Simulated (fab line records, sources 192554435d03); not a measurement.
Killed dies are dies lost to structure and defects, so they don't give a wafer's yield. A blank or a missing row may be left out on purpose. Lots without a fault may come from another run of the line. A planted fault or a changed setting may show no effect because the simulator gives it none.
Chamber matching | flow n5_finfet | N5_BEOL_M0_STRIP_104 on rie_diel-04: 4 sister chambers
The step strips in N2/H2. 8 wafers are shown with their chamber, then 9 later ones without.

WAFERS WITH THEIR CHAMBER
wafer  | chamber | throttle_valve_pct (%) | drypump_motor_current_A (A)
L076.5 | 1       | 23.4                   | 5.94
L082.1 | 2       | 23.3                   | 5.39
L084.5 | 1       | 23.4                   | 5.91
L084.6 | 2       | 23.3                   | 5.42
L085.6 | 0       | 23.9                   | 5.57
L089.2 | 3       | 23.9                   | 5.23
L089.4 | 3       | 23.8                   | 5.23
L089.5 | 0       | 23.9                   | 5.53

WAFERS WITHOUT THEIR CHAMBER
wafer  | throttle_valve_pct (%) | drypump_motor_current_A (A)
L090.1 | 23.9                   | 5.23
L090.2 | 22.9                   | 5.41
L090.4 | 23.8                   | 5.23
L091.2 | 23.9                   | 5.54
L091.4 | 24.0                   | 5.52
L091.5 | 22.9                   | 5.42
L093.1 | 23.9                   | 5.22
L093.2 | 22.9                   | 5.41
L093.4 | 23.4                   | 5.94

WHICH CHAMBER EACH WENT THROUGH
wafer  | from the rows above | in truth
L090.1 | 3                   | 3
L090.2 | 2                   | 2
L090.4 | 3                   | 3
L091.2 | 0                   | 0
L091.4 | 0                   | 0
L091.5 | 2                   | 2
L093.1 | 3                   | 3
L093.2 | 2                   | 2
L093.4 | 1                   | 1
Placed correctly: 9 of 9. Can't be placed from these rows: 0. Placed wrongly: 0.
How it was worked out, from the rows above alone: a wafer's distance from a chamber is the root of the sum, over the readings, of the square of ((its reading less the chamber's mean) divided by the reading's scatter). The wafer belongs to the nearest chamber; if the next one is less than 2 further off, it can't be placed. A chamber's mean is the mean of its shown wafers. The scatter: the root of (the sum of the squares of (reading less its chamber's mean) over the shown wafers, divided by (wafers less chambers)).
